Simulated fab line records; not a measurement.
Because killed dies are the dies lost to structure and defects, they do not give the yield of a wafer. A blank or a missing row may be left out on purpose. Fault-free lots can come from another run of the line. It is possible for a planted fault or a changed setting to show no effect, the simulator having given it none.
8D (eight disciplines) problem report, filled in by code + flow n5-finfet + the parts of the form that need people (team, actions taken, sign-off) are left out

1. WHAT WENT WRONG
N5_PASSIVATION_PROBE_49, killed_at_M4_up: mean 79 over 1 wafer from 1 lot; wafers with no fault: 16, standard deviation 7. That puts it +9.0 standard deviations away from the usual mean.
First seen on wafer L738.6, day 16 13:53, on prober-01. The record has a number at this step for 31 wafers belonging to 11 lots. By rule, "out" or "out of limits" means more than 4 standard deviations away from the usual mean. The rest of the wafers with a number are treated as sound.

2. WHAT IT IS, AND WHAT IT ISN'T
| question                    | is                | is not                                                                                                                     |
|-----------------------------|-------------------|----------------------------------------------------------------------------------------------------------------------------|
| which readings at this step | killed_at_M4_up   | killed_at_M0_to_M3, killed-at-contacts, killed-at-front-end, killed-at-other, killed-open, killed-short, sort_bin_6_memory |
| which lots                  | L738              | L723, L724, L726, L727, L729, L730, L732, L733, L734, L735                                                                 |
| which wafers of those lots  | L738.6            | L738.3, L738.4                                                                                                             |
| read on which tools         | prober-01         | prober-02                                                                                                                  |
| when                        | from day 16 13:53 | up to then (30 sound wafers)                                                                                               |

3. SUSPECTS, AND WHAT RULES EACH OUT
Counting: if a tool at a process step up to the reading ran every lot that is out, it stays a suspect. Sound lots after the first of them don't rule it out here, since some wafers of a struck lot are sound.
- wet-bench-02 at N5_BEOL_M11_PRECLEAN_42 (cleans in residue remover, time 60 s): kept. The lot that is out, L738, ran on it at day 14 17:24; the last sound lot it ran before that was L735, at day 13 20:34.
- prober-01 at N5_PASSIVATION_PROBE_49: kept. The lot that is out, L738, ran on it at day 16 13:44; the last sound lot it ran before that was L733, at day 15 01:30. Its own readings are out on those wafers: killed_at_M4_up.
Remaining after the count are wet-bench-02 at N5_BEOL_M11_PRECLEAN_42 and prober-01 at N5_PASSIVATION_PROBE_49.

4. THE CAUSE (what the simulator had put in)
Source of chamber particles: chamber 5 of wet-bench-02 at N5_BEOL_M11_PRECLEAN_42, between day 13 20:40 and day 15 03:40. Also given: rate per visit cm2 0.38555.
After counting, 2 suspects remain, this tool included.

5. THE CHAIN OF EFFECTS, in route order
Rows list readings where the struck wafers' mean (over those with a number) sits beyond 3 standard deviations from the usual. Scope: only readings with a usual standard deviation given in the record; hours: median across lots of the time from each lot's start at the first step in this table that gives one to its start at this step; sigmas: change in usual standard deviations.
| hours | step                    | reading              | usual  | on struck wafers | change | sigmas |
|-------|-------------------------|----------------------|--------|------------------|--------|--------|
| 0     | N5_PASSIVATION_PROBE_49 | defect-limited-yield | 91.4 % | 86.4             | -5.0   | -3.3   |
| 0     | N5_PASSIVATION_PROBE_49 | killed_at_M4_up      | 16     | 79               | +63    | +9.0   |
| 0     | N5_PASSIVATION_PROBE_49 | killed-dies          | 102    | 160              | +58    | +3.2   |
| 0     | N5_PASSIVATION_PROBE_49 | killed-on-rim        | 13     | 25               | +12    | +3.2   |
| 0     | N5_PASSIVATION_PROBE_49 | sort-n-pass          | 1078   | 1020             | -58    | -3.2   |
| 0     | N5_PASSIVATION_PROBE_49 | sort-yield-pct       | 91.4 % | 86.4             | -5.0   | -3.3   |
Here are the process steps it includes:
- N5_PASSIVATION_PROBE_49

6. WHAT WOULD HAVE CAUGHT IT SOONER
First out-of-limits reading in this record: day 16 13:53, which is 65 hours after fault onset at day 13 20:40.
By day 16 13:53 the whole set of lots that are out, 1 in number, had already begun N5_BEOL_M11_PRECLEAN_42 on wet-bench-02. None of them would have been spared by holding the tool at that moment.
